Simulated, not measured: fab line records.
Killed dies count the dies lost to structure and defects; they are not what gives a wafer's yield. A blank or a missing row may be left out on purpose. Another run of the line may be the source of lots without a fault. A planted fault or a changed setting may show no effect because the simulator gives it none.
Struck lot and sound lot, side by side    flow nand harc    17 out of 1159 route steps
Sound: these wafers, L460.1, L460.3, L460.4. Struck: wafer L468.3 (L468.1, L468.6, from the same lot, were not struck and are left out); the cause is given at the end.
At each step with rows: each side's tool, then ch and its chambers, then its first start. Under that, the readings that differ: sound wafers    struck wafers    difference of the means    sigmas: that difference in standard deviations of wafers without a fault.
alike: readings with means less than 2 such deviations apart, plus words and numbers identical on both sides. not compared: withheld readings, readings lacking a value on some wafer, bounds such as >300 that could conceal the same value, and numbers that have no deviation in the record and whose values overlap.
A row with sigmas, a row that says differs or no value, or rows on one side alone: a step with any of these is where the two part. Non-overlapping numbers with no deviation appear without sigmas and do not part them. A reading that every wafer of one side lacks parts them only if that side has two wafers or more.

NHARC_P_M0_OVL_MEAS_10: pitch 180 nm.
  sound: overlay-02 at day 7 04:09; struck: overlay-02 at day 9 02:40
reading            sound           struck  difference  sigmas
overlay y nm (nm)  -2.4 -2.9 -3.2  0.7     +3.5        +4
  alike: overlay x nm
NHARC_P_M0_INSPECT_11:
  sound: defect inspect-02 at day 7 04:11; struck: defect inspect-02 at day 9 02:41
reading           sound   struck  difference  sigmas
raw defect count  10 8 7  1       -7          -3
NHARC_P_M0_DESCUM_14: chemistry O2, time 3 s.
  sound on rie diel-10 ch 1,2,3, day 7 04:14; struck on rie diel-07 ch 2, day 9 02:46
  alike: drypump motor current A, mfc ar sccm, oes product au, rf vpp V, showerhead plenum p Torr, throttle valve pct
  not compared: rf hours counter h
then, 2 steps without rows for these wafers: NHARC_P_M0_ETCH_34 (etches the open film in N2/H2, target depth 40 nm, overetch 12 nm, time 43.94 s); NHARC_P_M0_ETCH_15 (etches the open film in C4F8/Ar, target depth 150 nm, overetch 15 nm, time 82.5 s).
NHARC_P_M0_CD_MEAS_16:
  sound: cd sem-02 at day 7 04:33; struck: cd sem-02 at day 9 03:03
  alike: cd nm
NHARC_P_M0_STRIP_18: strips in N2/H2.
  sound on rie diel-07 ch 0,1,2, day 7 04:37; struck on rie diel-10 ch 0, day 9 03:08
reading                          sound           struck  difference  sigmas
rf hours counter h (h)           5 5 6           1       -4          
showerhead plenum p Torr (Torr)  2.07 2.20 2.21  1.95    -0.21       -2
  alike: drypump motor current A, h2 flow sccm, mfc ar sccm, oes product au, rf fwd power W, rf vpp V, throttle valve pct
then, 1 step without rows for these wafers: NHARC_P_M0_STRIP_19 (strips in post etch residue remover, time 600 s).
NHARC_P_M0_DEGAS_28: time 60 s.
  sound: pvd sputter-02 at day 7 05:10; struck: pvd sputter-02 at day 9 03:44
  alike: heater power w
NHARC_P_M0_PRE_CLEAN_29: time 30 s.
  sound on pvd sputter-02; struck on pvd sputter-02
  alike: heater power w
NHARC_P_M0_PVD_20: deposits TaN, target thk 5 nm, time 8.06 s.
  sound on pvd sputter-02; struck on pvd sputter-02
  alike: cathode dc power W, throttle valve pct
then, 1 step without rows for these wafers: NHARC_P_M0_PVD_21 (deposits Cu, target thk 30 nm, time 20.49 s).
NHARC_P_M0_ECD_22: material Cu, target thk 400 nm.
  sound on ecd cu-02 ch 0,1, day 7 05:33; struck on ecd cu-02 ch 0,1, day 9 04:08
then, 1 step without rows for these wafers: NHARC_P_M0_ANNEAL_30 (time 90 s).
NHARC_P_M0_CMP_23: polishes, t overpolish 20 s, target thk 117.53 nm.
  sound on cmp-04 ch 0,2,3, day 7 06:18; struck on cmp-04 ch 1, day 9 04:49
reading                 sound           struck  difference  sigmas
time to endpoint s (s)  24.5 22.9 23.3  16.1    -7.5        -3
  alike: motor current A
NHARC_P_M0_THK_MEAS_24: measures by xrf.
  sound: film metro-02 at day 7 06:35; struck: film metro-02 at day 9 05:07
  alike: thk nm
-- record jumps: 14 days between struck wafers' starts before vs after; left off in module P_M0, resumes in module END, first step shown is number 1159 of the route --
NHARC_END_SORT_01:
  sound on prober-02 ch 0, day 20 08:50; struck on prober-01 ch 0, day 22 19:26
reading              sound  struck  difference  sigmas
killed at periphery  6 8 7  1       -6          -2
  alike: defect limited yield, killed at array, killed at other, killed dies, killed open, killed short, sort_bin_2_pct, sort_bin_3_pct, sort_bin_4_pct, sort n pass, sort rim yield pct, sort yield pct

## WHERE THEY PART
Last at NHARC_END_SORT_01 as far as this record goes, first at NHARC_P_M0_OVL_MEAS_10.

WHY: what had been put in by the simulator
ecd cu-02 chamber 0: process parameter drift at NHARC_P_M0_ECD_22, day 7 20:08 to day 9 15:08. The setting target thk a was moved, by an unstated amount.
